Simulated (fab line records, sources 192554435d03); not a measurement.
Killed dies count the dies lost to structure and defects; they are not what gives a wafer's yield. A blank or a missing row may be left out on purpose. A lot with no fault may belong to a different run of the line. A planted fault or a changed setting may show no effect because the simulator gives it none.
One fault through the eyes of 2 desks :: flow n5Finfet :: numbers are kept per desk, each desk with only its own; the story behind them comes last

TOOL OWNER'S DESK, epiRpcvd-03
The tool's own readings at N5_SD_EPI_N_EPI_21 (deposits Si:P, time 690 s): means of the sampled wafers that have a number, for each lot that ran on this tool. If a lot's mean is further than 4 standard deviations from the usual mean, the lot is out of limits and carries the mark OUT (the distance appears in the brackets).
Columns: A = susceptorTempC at N5_SD_EPI_N_EPI_21, usual 680.04 C; B = susceptor_temp_C_max at N5_SD_EPI_N_EPI_21, usual 681.8
lot: L669
first seen here: day 3 23:31
A: 680.26
B: 681.9

lot: L675
first seen here: day 5 16:02
A: 680.11
B: 681.8

lot: L676
first seen here: day 6 01:26
A: 679.61
B: 681.4

lot: L678
first seen here: day 6 08:19
A: 680.45
B: 682.3

lot: L683
first seen here: day 7 10:12
A: 681.63 (+5.5) OUT
B: 683.3

lot: L685
first seen here: day 7 20:37
A: 681.92 (+6.5) OUT
B: 683.6 (+4.4) OUT
This desk finds L683, L685 out of limits, L683 being first, at day 7 10:12 (susceptorTempC at N5_SD_EPI_N_EPI_21). In limits: L669, L675, L676, L678.

THE METROLOGY DESK
Lot by lot, what the gauges showed, no matter which tool ran the lot: averages of those sampled wafers that carry a number. If a lot's mean is further than 4 standard deviations from the usual mean, the lot is out of limits and carries the mark OUT (the distance appears in the brackets). Readings shown: 7 of its 11, picked as those furthest out on some lot.
Columns: A = SD_N_BLK_OVL at N5_SD_EPI_N_OVL_MEAS_10, usual -0.3 nm; B = DIBL_N at N5_BEOL_M4_RC_MEAS_101, usual 36.9 mV/V; C = DIBL_P at N5_BEOL_M4_RC_MEAS_101, usual 36.7 mV/V; D = ION_P at N5_BEOL_M4_RC_MEAS_101, usual 461 uA/um; E = SS_P at N5_BEOL_M4_RC_MEAS_101, usual 73.4 mV/dec; F = VT_N at N5_BEOL_M4_RC_MEAS_101, usual 249 mV; G = VT_P at N5_BEOL_M4_RC_MEAS_101, usual -250 mV
lot: L669
first seen here: day 3 19:54
A: -0.4
B: 34.4
C: 33.6
D: 451
E: 72.6
F: 252
G: -252

lot: L672
first seen here: day 4 12:42
A: 0.2
B: 37.7
C: 39.4
D: 459
E: 74.2
F: 248
G: -252

lot: L674
first seen here: day 5 06:32
A: -1.1
B: 38.0
C: 36.5
D: 458
E: 73.2
F: 247
G: -250

lot: L675
first seen here: day 5 13:26
A: -0.6
B: 34.9
C: 35.1
D: 460
E: 72.4
F: 252
G: -250

lot: L676
first seen here: day 5 23:31
A: 0.2
B: 39.1
C: 37.7
D: 464
E: 74.1
F: 248
G: -250

lot: L678
first seen here: day 6 06:25
A: 0.1
B: 36.3
C: 37.6
D: 467
E: 73.2
F: 250
G: -247

lot: L682
first seen here: day 7 00:28
A: -0.6
B: 37.1
C: 36.7
D: 455
E: 72.8
F: 250
G: -252

lot: L683
first seen here: day 7 07:46
A: 1.1
B: 35.4
C: 34.9
D: 460
E: 73.0
F: 251
G: -252

lot: L685
first seen here: day 7 18:53
A: 0.2
B: 37.1
C: 37.2
D: 466
E: 73.6
F: 248
G: -245

lot: L687
first seen here: day 8 07:29
A: 0.1
B: 34.4
C: 33.5
D: 459
E: 73.3
F: 255
G: -252
Finding of this desk: none of the 10 lots has anything out of limits.

TAKEN TOGETHER
On L683, L685, at day 7 10:12, an alarm was possible from the tool owner's desk.
Metrology desk: nothing out of limits seen.
The metrology desk has L683, L685 on record, within its limits.
On epiRpcvd-03, each named lot ran N5_SD_EPI_N_EPI_21.

WHAT THE SIMULATOR HAD INSERTED
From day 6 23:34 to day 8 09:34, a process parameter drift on epiRpcvd-03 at N5_SD_EPI_N_EPI_21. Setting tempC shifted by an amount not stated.
Shown lots that were struck: L683, L685.
Delay in hours, fault start to first out-of-limits reading, by desk: the tool owner's desk at 11.
